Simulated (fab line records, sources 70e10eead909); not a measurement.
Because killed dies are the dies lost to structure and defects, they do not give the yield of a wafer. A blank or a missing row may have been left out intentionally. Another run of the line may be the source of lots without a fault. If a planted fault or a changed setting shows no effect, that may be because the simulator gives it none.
fab line records + flow nand-harc
record:
- lots: 12
- wafers: 36
- last-day: 32
route steps=1302 shown A_STAIRCASE@711 END@1302
lots that met no fault: taken from a fault-free run of the same line
start-h: start of the lot's first displayed wafer, in hours after the record's first day + wait-h: how many hours have passed since the lot's step before this one + " unchanged from the row above + L1.1+2: a single row standing in for several wafers + - no value, or no start was given + * or withheld: withheld + < > ~ a bound
route shown NAME@n: names a module that has steps shown in the file, with the first one's number in the route + usual: average and standard deviation across the fault-free wafers + same: alike in all rows + chamber/n: place in a boat + sites: each site's reading + _std_site: standard deviation of those values + _edge_site: inner sites' mean taken away from outer sites' mean + radius-mm: for every site, how far away it sits from the centre of the wafer + mask NAME#n: copy n + behind: tool/chamber where the wafer was last shaped + hold: the reason the lot was held/the length of the hold in hours/how it ended + device: which transistor (n, p or np) failed to switch + end of line: at the end of the route, the tests of the same wafers + a step with no rows: only its recipe + killed: the dies lost at the first sort to structure and to defects; this is not the yield of the wafer + map: a wafer's dies, x killed, . not, _ none there
set.NAME: setting as actually run; set.NAME@STEP: the setting as run at that earlier step + model.NAME: the simulator's own value behind a step, which no gauge read
route steps across a sampled set of lots; one table per step, one row per wafer
services: when a tool's chamber went out of use (start-h, in hours from the record's first day, below 0 if earlier), for how many hours, and the reason
== steps ==
step: NHARC_A_STAIRCASE_ETCH_197
recipe:
- target-depth-a: 1000
- time-s: 40.5
- ion-energy-ev: 400
- c4f8-flow-sccm: 20
- o2-flow-sccm: 10
- ar-flow-sccm: withheld
- rf-w: 600
- bias-w: 1000
- chemistry: C4F8/O2
usual:
- oes-product-au: 0.949/0.021
- rf-fwd-power-W: 592.7/2.6
- rf-vpp-V: 897/5.4
| lot.wafer | tool        | chamber | start-h | wait-h | oes-product-au | rf-fwd-power-W | rf-hours-counter-h | rf-vpp-V |
|-----------|-------------|---------|---------|--------|----------------|----------------|--------------------|----------|
| L840.4    | rie-diel-04 | 2       | -       | -      | 0.954          | 594.2          | 2                  | 906      |
| L840.2    | "           | 3       | "       | "      | 0.957          | 595.8          | 0                  | 892      |
| L840.6    | "           | 1       | "       | "      | 0.933          | 586.5          | -                  | 903      |
| L841.4    | rie-diel-04 | 3       | -       | -      | 0.938          | 591.8          | 2                  | 891      |
| L841.1    | "           | 0       | "       | "      | 0.924          | 593.7          | 8                  | 899      |
| L841.6    | "           | 3       | "       | "      | 0.941          | 593.8          | -                  | 892      |
| L842.2    | rie-diel-08 | 2       | -       | -      | 0.979          | 594.8          | 3                  | 898      |
| L842.4    | "           | 3       | "       | "      | 0.953          | 591.3          | 4                  | 892      |
| L842.3    | "           | 0       | "       | "      | 0.961          | 591.6          | 4                  | 898      |
| L845.1    | rie-diel-08 | 2       | -       | -      | 0.993          | 593.0          | 17                 | 895      |
| L845.5    | "           | 0       | "       | "      | 0.964          | 589.7          | -                  | 897      |
| L845.6    | "           | 1       | "       | "      | 0.967          | 594.5          | -                  | 894      |
| L846.1    | rie-diel-04 | 2       | -       | -      | 0.931          | 592.9          | 18                 | 905      |
| L846.4    | "           | 3       | "       | "      | 0.917          | 596.2          | 15                 | 892      |
| L846.6    | "           | 0       | "       | "      | 0.909          | 593.6          | -                  | 899      |
| L847.4    | rie-diel-13 | 3       | -       | -      | 0.940          | 593.9          | 42                 | 888      |
| L847.2    | "           | 0       | "       | "      | 0.934          | 593.1          | 41                 | 891      |
| L847.3    | "           | 2       | "       | "      | 0.963          | 590.5          | 37                 | 897      |
| L850.1    | rie-diel-04 | 0       | -       | -      | 0.923          | 592.2          | 31                 | 899      |
| L850.5    | "           | 3       | "       | "      | 0.945          | 591.3          | -                  | 892      |
| L850.6    | "           | 0       | "       | "      | 0.924          | 590.2          | -                  | 901      |
| L848.1    | rie-diel-08 | 0       | -       | -      | 0.937          | 592.3          | 27                 | 898      |
| L848.3    | "           | 1       | "       | "      | 0.945          | 596.2          | 29                 | 895      |
| L848.5    | "           | 3       | "       | "      | 0.942          | 593.0          | -                  | 891      |
| L851.1    | rie-diel-08 | 0       | -       | -      | 0.942          | 591.2          | 34                 | 898      |
| L851.3    | "           | 3       | "       | "      | 0.954          | 592.4          | 39                 | 890      |
| L851.5    | "           | 1       | "       | "      | 0.945          | 597.6          | -                  | 894      |
| L855.2    | rie-diel-08 | 1       | -       | -      | 0.949          | 592.2          | 44                 | 894      |
| L855.4    | "           | 2       | "       | "      | 0.952          | 592.3          | 39                 | 895      |
| L855.3    | "           | 3       | "       | "      | 0.966          | 590.4          | 49                 | 890      |
| L856.4    | rie-diel-04 | 3       | -       | -      | 0.957          | 593.1          | 7                  | 893      |
| L856.5    | "           | 2       | "       | "      | 0.977          | 593.2          | -                  | 906      |
| L856.6    | "           | 3       | "       | "      | 0.955          | 594.4          | -                  | 892      |
| L858.1    | rie-diel-08 | 1       | -       | -      | 0.939          | 596.4          | 2                  | 893      |
| L858.4    | "           | 0       | "       | "      | 0.976          | 590.0          | 2                  | 896      |
| L858.5    | "           | 2       | "       | "      | 0.984          | 594.7          | -                  | 895      |
step: NHARC_A_STAIRCASE_ETCH_225
recipe:
- target-depth-a: 1000
- time-s: 40.5
- ion-energy-ev: 400
- c4f8-flow-sccm: 20
- o2-flow-sccm: 10
- ar-flow-sccm: withheld
- rf-w: 600
- bias-w: 1000
- chemistry: C4F8/O2
usual:
- oes-product-au: 0.947/0.011
- rf-fwd-power-W: 593.0/2.3
- rf-vpp-V: 896/5.5
| lot.wafer | tool        | chamber | start-h | wait-h | oes-product-au | rf-fwd-power-W | rf-hours-counter-h | rf-vpp-V |
|-----------|-------------|---------|---------|--------|----------------|----------------|--------------------|----------|
| L840.2    | rie-diel-13 | 3       | -       | -      | 0.946          | 593.3          | 13                 | 888      |
| L840.4    | "           | 1       | "       | "      | 0.941          | 591.9          | 12                 | 905      |
| L840.6    | "           | 0       | "       | "      | 0.956          | 593.0          | -                  | 891      |
| L841.1    | rie-diel-04 | 3       | -       | -      | 0.953          | 597.1          | 3                  | 892      |
| L841.4    | "           | 2       | "       | "      | 0.956          | 594.9          | 7                  | 905      |
| L841.6    | "           | 3       | "       | "      | 0.951          | 597.0          | -                  | 893      |
| L842.3    | rie-diel-08 | 3       | -       | -      | 0.954          | 590.7          | 4                  | 892      |
| L842.2    | "           | 0       | "       | "      | 0.949          | 593.4          | 4                  | 897      |
| L842.4    | "           | 1       | "       | "      | 0.949          | 597.0          | 4                  | 895      |
| L845.1    | rie-diel-08 | 1       | -       | -      | 0.941          | 594.5          | 14                 | 895      |
| L845.5    | "           | 3       | "       | "      | 0.942          | 591.9          | -                  | 890      |
| L845.6    | "           | 0       | "       | "      | 0.962          | 593.4          | -                  | 897      |
| L846.1    | rie-diel-08 | 2       | -       | -      | 0.953          | 591.6          | 19                 | 895      |
| L846.4    | "           | 3       | "       | "      | 0.947          | 593.5          | 19                 | 891      |
| L846.6    | "           | 1       | "       | "      | 0.951          | 595.2          | -                  | 895      |
| L847.4    | rie-diel-13 | 2       | -       | -      | 0.965          | 592.7          | 38                 | 896      |
| L847.2    | "           | 3       | "       | "      | 0.941          | 593.6          | 43                 | 888      |
| L847.3    | "           | 0       | "       | "      | 0.946          | 593.2          | 42                 | 892      |
| L850.1    | rie-diel-13 | 2       | -       | -      | 0.965          | 592.1          | 40                 | 896      |
| L850.6    | "           | 2       | "       | "      | 0.970          | 589.7          | -                  | 896      |
| L850.5    | "           | 3       | "       | "      | 0.959          | 593.3          | -                  | 888      |
| L848.3    | rie-diel-13 | 3       | -       | -      | 0.945          | 595.8          | 46                 | 889      |
| L848.1    | "           | 1       | "       | "      | 0.949          | 594.5          | 44                 | 903      |
| L848.5    | "           | 0       | "       | "      | 0.931          | 592.8          | -                  | 893      |
| L851.1    | rie-diel-08 | 1       | -       | -      | 0.942          | 593.5          | 36                 | 894      |
| L851.3    | "           | 2       | "       | "      | 0.947          | 594.0          | 30                 | 896      |
| L851.5    | "           | 0       | "       | "      | 0.958          | 591.3          | -                  | 896      |
| L855.4    | rie-diel-04 | 1       | -       | -      | 0.936          | 590.0          | 44                 | 900      |
| L855.3    | "           | 3       | "       | "      | 0.932          | 596.3          | 43                 | 893      |
| L855.2    | "           | 0       | "       | "      | 0.929          | 594.9          | 50                 | 900      |
| L856.4    | rie-diel-04 | 1       | -       | -      | 0.944          | 586.8          | 8                  | 901      |
| L856.5    | "           | 1       | "       | "      | 0.940          | 585.9          | -                  | 901      |
| L856.6    | "           | 2       | "       | "      | 0.963          | 592.9          | -                  | 904      |
| L858.4    | rie-diel-08 | 0       | -       | -      | 0.962          | 592.1          | 2                  | 896      |
| L858.1    | "           | 1       | "       | "      | 0.921          | 591.6          | 3                  | 895      |
| L858.5    | "           | 3       | "       | "      | 0.961          | 592.1          | -                  | 889      |
step: NHARC_A_STAIRCASE_ETCH_227
recipe:
- target-depth-a: 1000
- time-s: 40.5
- ion-energy-ev: 400
- c4f8-flow-sccm: 20
- o2-flow-sccm: 10
- ar-flow-sccm: withheld
- rf-w: 600
- bias-w: 1000
- chemistry: C4F8/O2
usual:
- oes-product-au: 0.944/0.013
- rf-fwd-power-W: 592.4/2.6
- rf-vpp-V: 897/5.6
| lot.wafer | tool        | chamber | start-h | wait-h | oes-product-au | rf-fwd-power-W | rf-hours-counter-h | rf-vpp-V |
|-----------|-------------|---------|---------|--------|----------------|----------------|--------------------|----------|
| L840.2    | rie-diel-13 | 0       | -       | -      | 0.942          | 592.5          | 13                 | 892      |
| L840.4    | "           | 1       | "       | "      | 0.946          | 593.0          | 13                 | 905      |
| L840.6    | "           | 2       | "       | "      | 0.956          | 591.2          | -                  | 897      |
| L841.4    | rie-diel-04 | 2       | -       | -      | 0.955          | 594.6          | 7                  | 906      |
| L841.1    | "           | 3       | "       | "      | 0.952          | 596.9          | 3                  | 893      |
| L841.6    | "           | 1       | "       | "      | 0.938          | 585.4          | -                  | 903      |
| L842.3    | rie-diel-08 | 3       | -       | -      | 0.962          | 593.6          | 4                  | 892      |
| L842.2    | "           | 1       | "       | "      | 0.943          | 593.4          | 4                  | 895      |
| L842.4    | "           | 2       | "       | "      | 0.953          | 594.3          | 4                  | 895      |
| L845.1    | rie-diel-08 | 3       | -       | -      | 0.953          | 593.6          | 18                 | 890      |
| L845.6    | "           | 2       | "       | "      | 0.938          | 595.4          | -                  | 897      |
| L845.5    | "           | 3       | "       | "      | 0.947          | 591.0          | -                  | 890      |
| L846.1    | rie-diel-08 | 2       | -       | -      | 0.968          | 593.9          | 19                 | 896      |
| L846.4    | "           | 0       | "       | "      | 0.943          | 592.1          | 15                 | 897      |
| L846.6    | "           | 2       | "       | "      | 0.962          | 594.0          | -                  | 896      |
| L847.3    | rie-diel-13 | 2       | -       | -      | 0.973          | 590.8          | 38                 | 895      |
| L847.4    | "           | 0       | "       | "      | 0.939          | 592.2          | 42                 | 892      |
| L847.2    | "           | 1       | "       | "      | 0.953          | 596.3          | 41                 | 906      |
| L850.1    | rie-diel-13 | 3       | -       | -      | 0.923          | 593.8          | 46                 | 888      |
| L850.5    | "           | 3       | "       | "      | 0.931          | 592.4          | -                  | 884      |
| L850.6    | "           | 0       | "       | "      | 0.922          | 591.5          | -                  | 892      |
| L848.1    | rie-diel-13 | 1       | -       | -      | 0.943          | 592.1          | 44                 | 906      |
| L848.3    | "           | 0       | "       | "      | 0.953          | 588.9          | 45                 | 892      |
| L848.5    | "           | 1       | "       | "      | 0.950          | 589.2          | -                  | 906      |
| L851.3    | rie-diel-08 | 2       | -       | -      | 0.946          | 598.4          | 30                 | 895      |
| L851.1    | "           | 3       | "       | "      | 0.962          | 591.2          | 40                 | 891      |
| L851.5    | "           | 1       | "       | "      | 0.940          | 595.0          | -                  | 894      |
| L855.2    | rie-diel-04 | 0       | -       | -      | 0.931          | 592.2          | 51                 | 900      |
| L855.4    | "           | 1       | "       | "      | 0.926          | 591.0          | 44                 | 903      |
| L855.3    | "           | 3       | "       | "      | 0.950          | 596.3          | 43                 | 893      |
| L856.4    | rie-diel-04 | 2       | -       | -      | 0.954          | 594.4          | 8                  | 905      |
| L856.6    | "           | 3       | "       | "      | 0.936          | 596.1          | -                  | 891      |
| L856.5    | "           | 0       | "       | "      | 0.917          | 592.9          | -                  | 897      |
| L858.1    | rie-diel-08 | 2       | -       | -      | 0.949          | 592.1          | 3                  | 897      |
| L858.4    | "           | 0       | "       | "      | 0.957          | 592.4          | 2                  | 895      |
| L858.5    | "           | 1       | "       | "      | 0.917          | 593.3          | -                  | 894      |
step: NHARC_A_STAIRCASE_ETCH_232
recipe:
- target-depth-a: 1000
- time-s: 40.5
- ion-energy-ev: 400
- c4f8-flow-sccm: 20
- o2-flow-sccm: 10
- ar-flow-sccm: withheld
- rf-w: 600
- bias-w: 1000
- chemistry: C4F8/O2
usual:
- oes-product-au: 0.944/0.015
- rf-fwd-power-W: 592.1/2.6
- rf-vpp-V: 897/5.7
| lot.wafer | tool        | chamber | start-h | wait-h | oes-product-au | rf-fwd-power-W | rf-hours-counter-h | rf-vpp-V |
|-----------|-------------|---------|---------|--------|----------------|----------------|--------------------|----------|
| L840.2    | rie-diel-04 | 0       | 383.36  | -      | 0.927          | 593.6          | 6                  | 901      |
| L840.4    | "           | 2       | "       | "      | 0.940          | 594.6          | -                  | 905      |
| L840.6    | "           | 0       | "       | "      | 0.924          | 593.2          | -                  | 901      |
| L841.4    | rie-diel-13 | 1       | 397.52  | -      | 0.955          | 591.5          | 17                 | 906      |
| L841.1    | "           | 3       | "       | "      | 0.932          | 593.6          | 16                 | 889      |
| L841.6    | "           | 0       | "       | "      | 0.934          | 592.0          | -                  | 893      |
| L842.2    | rie-diel-08 | 2       | 398.40  | -      | 0.947          | 595.2          | 4                  | 896      |
| L842.4    | "           | 0       | "       | "      | 0.942          | 589.9          | 4                  | 898      |
| L842.3    | "           | 1       | "       | "      | 0.956          | 591.0          | 4                  | 896      |
| L845.1    | rie-diel-08 | 1       | 440.56  | -      | 0.946          | 597.2          | 15                 | 895      |
| L845.6    | "           | 2       | "       | "      | 0.953          | 592.6          | -                  | 896      |
| L845.5    | "           | 3       | "       | "      | 0.961          | 593.1          | -                  | 891      |
| L846.1    | rie-diel-13 | 1       | 445.52  | -      | 0.935          | 588.5          | 36                 | 906      |
| L846.4    | "           | 0       | "       | "      | 0.934          | 591.4          | -                  | 892      |
| L846.6    | "           | 1       | "       | "      | 0.946          | 590.7          | -                  | 906      |
| L847.3    | rie-diel-13 | 3       | 471.30  | -      | 0.956          | 592.6          | 43                 | 887      |
| L847.2    | "           | 0       | "       | "      | 0.948          | 592.1          | 42                 | 891      |
| L847.4    | "           | 1       | "       | "      | 0.938          | 592.2          | 41                 | 905      |
| L850.1    | rie-diel-13 | 3       | 476.24  | -      | 0.951          | 592.7          | 46                 | 890      |
| L850.5    | "           | 3       | "       | "      | 0.939          | 590.1          | -                  | 887      |
| L850.6    | "           | 0       | "       | "      | 0.940          | 591.8          | -                  | 890      |
| L848.3    | rie-diel-04 | 0       | 479.00  | -      | 0.948          | 592.9          | 33                 | 900      |
| L848.1    | "           | 1       | "       | "      | 0.931          | 588.9          | 29                 | 902      |
| L848.5    | "           | 0       | "       | "      | 0.946          | 591.1          | -                  | 901      |
| L851.3    | rie-diel-13 | 3       | 503.09  | -      | 0.945          | 593.9          | 55                 | 887      |
| L851.1    | "           | 0       | "       | "      | 0.923          | 592.2          | 52                 | 889      |
| L851.5    | "           | 2       | "       | "      | 0.956          | 590.5          | -                  | 895      |
| L855.3    | rie-diel-04 | 0       | 525.02  | -      | 0.936          | 593.2          | 51                 | 900      |
| L855.2    | "           | 2       | "       | "      | 0.946          | 593.6          | 41                 | 904      |
| L855.4    | "           | 3       | "       | "      | 0.936          | 594.7          | 43                 | 893      |
| L856.4    | rie-diel-08 | 1       | 558.29  | -      | 1.163          | 831.9          | 1                  | 893      |
| L856.6    | "           | 1       | "       | "      | 1.171          | 832.1          | -                  | 892      |
| L856.5    | "           | 2       | "       | "      | 1.197          | 830.1          | -                  | 896      |
| L858.4    | rie-diel-08 | 3       | 567.11  | -      | 1.182          | 831.4          | 3                  | 889      |
| L858.1    | "           | 2       | "       | "      | 1.183          | 836.0          | 3                  | 897      |
| L858.5    | "           | 3       | "       | "      | 1.182          | 833.3          | -                  | 890      |
step: NHARC_END_SORT_01
recipe:
- temp-c: 25
usual:
- killed-at-array: 55/20
- killed-at-other: 1.2/1.3
- killed-at-periphery: 4.0/3
- killed-dies: 60/21
- killed-open: 3.2/1.9
- killed-short: 2.5/1.6
same:
- gross-dies: 677
| lot.wafer | tool      | chamber | start-h | wait-h | killed-at-array | killed-at-other | killed-at-periphery | killed-dies | killed-open | killed-short |
|-----------|-----------|---------|---------|--------|-----------------|-----------------|---------------------|-------------|-------------|--------------|
| L858.1    | prober-01 | 0       | 753.78  | 2.5    | 671             | 0               | 6                   | 677         | 5           | 4            |
| L858.4    | prober-01 | 0       | 756.18  | 3.4    | 673             | 1               | 3                   | 677         | 11          | 2            |
| L858.5    | prober-01 | 0       | 756.98  | 3.7    | 673             | 0               | 4                   | 677         | 3           | 4            |
| L856.4    | prober-02 | 0       | 767.45  | 3.4    | 662             | 2               | 13                  | 677         | 6           | 3            |
| L856.5    | prober-02 | 0       | 768.25  | 3.7    | 662             | 3               | 12                  | 677         | 2           | 1            |
| L856.6    | prober-02 | 0       | 769.05  | 4.0    | 663             | 2               | 12                  | 677         | 4           | 0            |
killed by level:class
L858.1 A_STAIRCASE:area-etch=618 A_CHANNEL_HOLE_D2:chamber-film-flake=26 A_CHANNEL_HOLE_D1:chamber-film-flake=12 A_SLIT:chamber-film-flake=4 P_CONTACT:chamber-film-flake=3 A_ONON_D1:geometric-particle:open=2 A_CONTACT:chamber-film-flake=2 P_GATE:geometric-particle:open=1
L858.4 A_STAIRCASE:area-etch=628 A_CHANNEL_HOLE_D2:chamber-film-flake=11 A_CHANNEL_HOLE_D1:chamber-film-flake=10 A_SLIT:chamber-film-flake=6 A_CHANNEL_FILL_D1:geometric-particle:open=3 A_CONTACT:chamber-film-flake=3 A_ONON_D2:geometric-particle:open=2 A_WL_FILL:geometric-particle:open=2
L858.5 A_STAIRCASE:area-etch=629 A_CHANNEL_HOLE_D2:chamber-film-flake=16 A_SLIT:chamber-film-flake=9 A_CHANNEL_HOLE_D1:chamber-film-flake=6 A_CONTACT:chamber-film-flake=5 A_M0:geometric-particle:short=2 P_M2:chamber-film-flake=2 A_ONON_D1:geometric-particle:short=1
L856.4 A_STAIRCASE:area-etch=619 A_SLIT:chamber-film-flake=18 P_M2:chamber-film-flake=6 A_DECK1_JOINT:chamber-film-flake=4 A_STAIRCASE:chamber-film-flake=4 A_CONTACT:chamber-film-flake=4 P_ZERO_WELL:chamber-film-flake=3 P_GATE:chamber-film-flake=3
L856.5 A_STAIRCASE:area-etch=613 A_SLIT:chamber-film-flake=29 A_CHANNEL_HOLE_D1:chamber-film-flake=11 P_M2:chamber-film-flake=5 A_STAIRCASE:chamber-film-flake=4 P_ZERO_WELL:chamber-film-flake=3 P_GATE:chamber-film-flake=3 HYBRID_BOND:chamber-film-flake=3
L856.6 A_STAIRCASE:area-etch=619 A_SLIT:chamber-film-flake=19 A_CHANNEL_HOLE_D1:chamber-film-flake=7 A_WL_FILL:chamber-film-flake=6 P_M2:chamber-film-flake=5 A_DECK1_JOINT:chamber-film-flake=4 A_CHANNEL_FILL_D1:geometric-particle:open=2 P_STI:chamber-film-flake=2
== services ==
| tool        | chamber | start-h | hours | kind       |
|-------------|---------|---------|-------|------------|
| rie-diel-04 | -       | 356.45  | 9.0   | pm         |
| rie-diel-04 | 3       | 366.72  | 9.6   | repair     |
| rie-diel-08 | -       | 368.13  | 9.0   | pm         |
| rie-diel-08 | 0       | 368.13  | 9.0   | vent-cycle |
| rie-diel-08 | 1       | 368.13  | 9.0   | vent-cycle |
| rie-diel-08 | 2       | 368.13  | 9.0   | vent-cycle |
| rie-diel-08 | 3       | 368.13  | 9.0   | vent-cycle |
| rie-diel-08 | 0       | 377.13  | -     | clean      |
| rie-diel-08 | 1       | 377.13  | -     | clean      |
| rie-diel-08 | 2       | 377.13  | -     | clean      |
| rie-diel-08 | 3       | 377.13  | -     | clean      |
| rie-diel-04 | 3       | 380.24  | 6.1   | repair     |
| rie-diel-04 | 1       | 398.20  | 6.0   | repair     |
| rie-diel-08 | 0       | 401.64  | -     | clean      |
| rie-diel-08 | 1       | 401.64  | -     | clean      |
| rie-diel-08 | 2       | 401.64  | -     | clean      |
| rie-diel-08 | 3       | 401.64  | -     | clean      |
| rie-diel-08 | 0       | 426.66  | -     | clean      |
| rie-diel-08 | 1       | 426.66  | -     | clean      |
| rie-diel-08 | 2       | 464.98  | 26.5  | repair     |
| rie-diel-13 | 1       | 502.11  | 6.3   | repair     |
| rie-diel-13 | 3       | 503.17  | 2.0   | repair     |
| rie-diel-13 | -       | 519.06  | 9.0   | pm         |
| rie-diel-04 | -       | 533.45  | 9.0   | pm         |
== key ==
first-sign:
- step: NHARC_A_STAIRCASE_ETCH_232
- reading: rf-fwd-power-W
- direction: up
- sigmas: 94
- usual: *
- struck: *
effect:
- step: NHARC_A_STAIRCASE_ETCH_232
- reading: oes-product-au
- direction: up
- sigmas: 16
- usual: 0.944
- struck: 1.179
effect:
- step: NHARC_END_SORT_01
- reading: killed-at-array
- direction: up
- sigmas: 30
- usual: 55
- struck: 667
more-kills-born-at:
- NHARC_A_STAIRCASE_ETCH_232@rie-diel-08: 3726
met-at NHARC_A_STAIRCASE_ETCH_232
struck-lots L856,L858
later-rows-left-out L856.4,L856.5,L856.6,L858.1,L858.4,L858.5
tester-left-out L856,L858
not-acting-at NHARC_A_STAIRCASE_ETCH_197,NHARC_A_STAIRCASE_ETCH_225,NHARC_A_STAIRCASE_ETCH_227
onset-between 440.56 558.29
fault:
- kind: process-parameter-drift
- tool: rie-diel-08
- chamber: -
- onset-h: 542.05
- steps: NHARC_A_STAIRCASE_ETCH_232
- channel: rf-w
- offset: *
- shape: step
- end-h: 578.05
- acts-in: *
- stated: *
tester-left-out: of these lots the tester's yield and bins aren't shown, on N5 and GAA mostly nor the transistor test; their killed dies are dies lost to structure and defects alone, not to doping, threshold or leakage, so they don't give the yield
later-rows-left-out: the simulator's readings of these wafers behind a module that went badly wrong aren't trusted and aren't shown, but for the sort
